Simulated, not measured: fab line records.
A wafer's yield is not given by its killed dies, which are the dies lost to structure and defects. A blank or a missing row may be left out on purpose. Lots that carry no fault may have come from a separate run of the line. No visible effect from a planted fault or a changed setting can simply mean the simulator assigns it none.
What tool caused it?	flow nand-harc	15 lots with 42 wafers sampled at 2 steps, on a route of 1302 steps

## WHAT THE GAUGES SHOWED, per wafer
NHARC_P_M1_CD_MEAS_09: the cd target is 130 nm. Usual: cd-nm at 130.1 nm, with a standard deviation of 0.62.
lot	measured	on	cd-nm (nm)	flag
L388	day 6 10:34	cd-sem-03	130.2 129.9 130.4	
L390	day 7 06:08	cd-sem-02	129.7 130.3 129.1	
L391	day 7 20:25	cd-sem-01	129.3 130.0 129.8	
L396	day 9 12:10	cd-sem-02	131.4 129.9	
L397	day 9 21:05	cd-sem-03	131.2 130.0	
L399	day 10 16:20	cd-sem-02	130.5 129.7	
L400	day 11 09:25	cd-sem-03	130.1 130.5 130.8	
L404	day 12 22:08	cd-sem-03	130.4 129.8 130.8	
L405	day 13 02:55	cd-sem-03	130.2 130.2 131.2	
L406	day 13 17:35	cd-sem-02	130.4 130.8 131.1	
L407	day 14 08:31	cd-sem-01	130.4 129.7 130.1	
L408	day 14 13:28	cd-sem-02	129.2 130.0 130.4	
L409	day 14 19:42	cd-sem-01	129.2 129.3 130.5	
L410	day 15 16:34	cd-sem-03	129.9 129.7 130.8	
L411	day 15 17:32	cd-sem-03	129.2 130.9 130.2	

## EACH LOT AND THE TOOL THAT RAN IT (in order: tool; ch and the chambers of the sampled wafers; start)
lot	NHARC_P_M0_ANNEAL_30
L388	rtp-anneal-01 ch 0, day 6 08:27
L390	rtp-anneal-01 ch 0, day 7 04:03
L391	rtp-anneal-01 ch 0, day 7 18:18
L396	rtp-anneal-02 ch 0, day 9 09:57
L397	rtp-anneal-02 ch 0, day 9 18:55
L399	rtp-anneal-01 ch 0, day 10 14:17
L400	rtp-anneal-01 ch 0, day 11 07:23
L404	rtp-anneal-01 ch 0, day 12 19:53
L405	rtp-anneal-02 ch 0, day 13 00:54
L406	rtp-anneal-01 ch 0, day 13 15:23
L407	rtp-anneal-01 ch 0, day 14 06:24
L408	rtp-anneal-01 ch 0, day 14 11:17
L409	rtp-anneal-01 ch 0, day 14 17:29
L410	rtp-anneal-02 ch 0, day 15 14:38
L411	rtp-anneal-01 ch 0, day 15 15:04
- NHARC_P_M0_ANNEAL_30: time 90 s.

## AS READ BY THE TOOLS THEMSELVES (means over the sampled wafers that have a number; for cases with no such wafer, the mark the record gives instead)
NHARC_P_M0_ANNEAL_30. Usual: wafer_temp_C_max at 226.15, with a standard deviation of 0.24.
lot	tool	wafer_temp_C_max	flag
L388	rtp-anneal-01	226.22	
L390	rtp-anneal-01	225.99	
L391	rtp-anneal-01	226.04	
L396	rtp-anneal-02	226.52	
L397	rtp-anneal-02	226.54	
L399	rtp-anneal-01	226.16	
L400	rtp-anneal-01	225.99	
L404	rtp-anneal-01	225.94	
L405	rtp-anneal-02	226.47	
L406	rtp-anneal-01	225.91	
L407	rtp-anneal-01	226.35	
L408	rtp-anneal-01	226.18	
L409	rtp-anneal-01	226.08	
L410	rtp-anneal-02	226.06	
L411	rtp-anneal-01	226.01	

## THE ANSWER, worked out from the rows above alone
Rule: a lot is off if the mean of its wafers that have a number lies more than 3 standard deviations from the usual mean. Also off: a lot with no number at a reading for which 4 or more lots have one. Any other lot the step has rows for is counted as sound. First the gauges in route order, then the tools' own readings, where a lot's mean is used as printed above. The first step at which some lot is off is used, and at that step the reading that is off furthest; a lot without a number counts as furthest.
Nothing can be told from this: no lot is off at any reading shown.

## WHAT HAD BEEN PUT IN BY THE SIMULATOR
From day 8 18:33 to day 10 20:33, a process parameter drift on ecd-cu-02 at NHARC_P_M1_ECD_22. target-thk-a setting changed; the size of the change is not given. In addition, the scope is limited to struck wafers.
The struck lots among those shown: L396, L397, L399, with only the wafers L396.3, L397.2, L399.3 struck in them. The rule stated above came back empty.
